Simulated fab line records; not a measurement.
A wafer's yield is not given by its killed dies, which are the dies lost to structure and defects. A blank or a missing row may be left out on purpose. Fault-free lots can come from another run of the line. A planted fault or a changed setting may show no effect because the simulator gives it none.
Chamber matching	flow nand_harc	4 sister chambers for NHARC_A_STAIRCASE_ETCH_444 on rie_diel-13
The step etches the open film in C4F8/O2, target depth 20400 nm, time 6800 s. 8 wafers are shown with their chamber, then 10 later ones without.

WAFERS PAIRED WITH THEIR CHAMBERS
wafer	chamber	rf_vpp_V (V)	oes_product_au (a.u.)
L081.2	3	811	0.917
L081.3	0	814	0.934
L083.2	3	811	0.923
L084.2	1	801	0.942
L084.4	1	803	0.943
L084.6	2	811	0.942
L085.2	2	810	0.936
L085.3	0	814	0.946

WAFERS WITHOUT THEIR CHAMBER
wafer	rf_vpp_V (V)	oes_product_au (a.u.)
L085.4	815	0.954
L092.4	809	0.921
L092.5	815	0.917
L092.6	810	0.940
L095.2	814	0.932
L095.5	808	0.927
L095.6	809	0.930
L096.2	814	0.936
L096.3	808	0.921
L096.5	808	0.919

WHICH CHAMBER EACH ONE RAN IN
wafer	from the rows above	in truth
L085.4	0	0
L092.4	can't be placed: 3 or 2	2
L092.5	can't be placed: 0 or 3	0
L092.6	2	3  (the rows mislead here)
L095.2	0	0
L095.5	can't be placed: 2 or 3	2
L095.6	can't be placed: 2 or 3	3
L096.2	0	0
L096.3	can't be placed: 3 or 2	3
L096.5	can't be placed: 3 or 2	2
Placed correctly: 3 of 10. Cannot be placed on the basis of these rows: 6; the candidates contain the true chamber in 6. Placed wrongly: 1.
How it was worked out, from the rows above alone: a wafer's distance from a chamber is the root of the sum, over the readings, of the square of ((its reading less the chamber's mean) divided by the reading's scatter). If the next closest chamber is less than 2 further off than the closest, the wafer can't be placed; otherwise it belongs to the closest. The mean given for a chamber averages the wafers shown for that chamber. The scatter: the root of (the sum of the squares of (reading less its chamber's mean) over the shown wafers, divided by (wafers less chambers)).
